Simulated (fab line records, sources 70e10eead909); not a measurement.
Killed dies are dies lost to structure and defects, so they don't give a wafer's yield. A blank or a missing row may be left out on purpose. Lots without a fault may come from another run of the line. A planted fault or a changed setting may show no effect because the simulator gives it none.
Chamber matching | flow nand_harc | NHARC_A_CHANNEL_FILL_D2_ETCHBACK_20 on rie_diel-13: 4 sister chambers
The step etches the open film in C4F8/O2/Ar, target depth 27 nm, time 13.5 s. 18 wafers are shown with their chamber, then 9 later ones without.

WAFERS WITH THEIR CHAMBER
wafer  | chamber | rf_vpp_V (V) | oes_product_au (a.u.)
L074.1 | 3       | 975          | 0.978
L074.5 | 1       | 970          | 0.993
L074.6 | 0       | 971          | 0.989
L077.1 | 0       | 970          | 0.998
L077.4 | 3       | 974          | 1.002
L077.6 | 3       | 974          | 1.014
L078.1 | 3       | 976          | 0.995
L078.4 | 1       | 969          | 0.982
L078.5 | 2       | 970          | 0.998
L083.1 | 0       | 970          | 0.978
L083.2 | 3       | 975          | 0.994
L083.3 | 2       | 969          | 0.987
L083.4 | 1       | 970          | 0.989
L083.5 | 2       | 970          | 0.989
L083.6 | 1       | 971          | 0.997
L084.2 | 2       | 971          | 0.989
L084.3 | 3       | 975          | 0.988
L084.6 | 0       | 970          | 0.992

SIGNATURES (means of the wafers above)
reading        | chamber 0 | chamber 1 | chamber 2 | chamber 3 | scatter within a chamber
rf_vpp_V       | 970.25    | 970.00    | 970.00    | 974.83    | 0.736
oes_product_au | 0.98925   | 0.99025   | 0.99075   | 0.99517   | 0.00908
Rule: a wafer's distance from a chamber is the root of the sum, over the readings, of the square of ((its reading less the chamber's mean) divided by the reading's scatter). The wafer belongs to the nearest chamber; if the next one is less than 2 further off, it can't be placed. The scatter: the root of (the sum of the squares of (reading less its chamber's mean) over the shown wafers, divided by (wafers less chambers)).

WAFERS WITHOUT THEIR CHAMBER
wafer  | rf_vpp_V (V) | oes_product_au (a.u.)
L087.3 | 970          | 1.000
L087.4 | 975          | 1.002
L087.5 | 971          | 0.998
L088.2 | 970          | 0.993
L088.4 | 976          | 0.984
L088.5 | 971          | 0.986
L097.4 | 975          | 0.987
L097.5 | 970          | 0.998
L097.6 | 975          | 0.998

WHICH CHAMBER EACH WENT THROUGH
wafer  | from the rows above          | in truth
L087.3 | can't be placed: 2 or 1 or 0 | 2
L087.4 | 3                            | 3
L087.5 | can't be placed: 0 or 2 or 1 | 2
L088.2 | can't be placed: 2 or 1 or 0 | 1
L088.4 | 3                            | 3
L088.5 | can't be placed: 0 or 1 or 2 | 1
L097.4 | 3                            | 3
L097.5 | can't be placed: 2 or 1 or 0 | 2
L097.6 | 3                            | 3
Placed correctly: 4 of 9. Can't be placed from these rows: 5 (the true chamber is among the candidates in 5). Placed wrongly: 0.
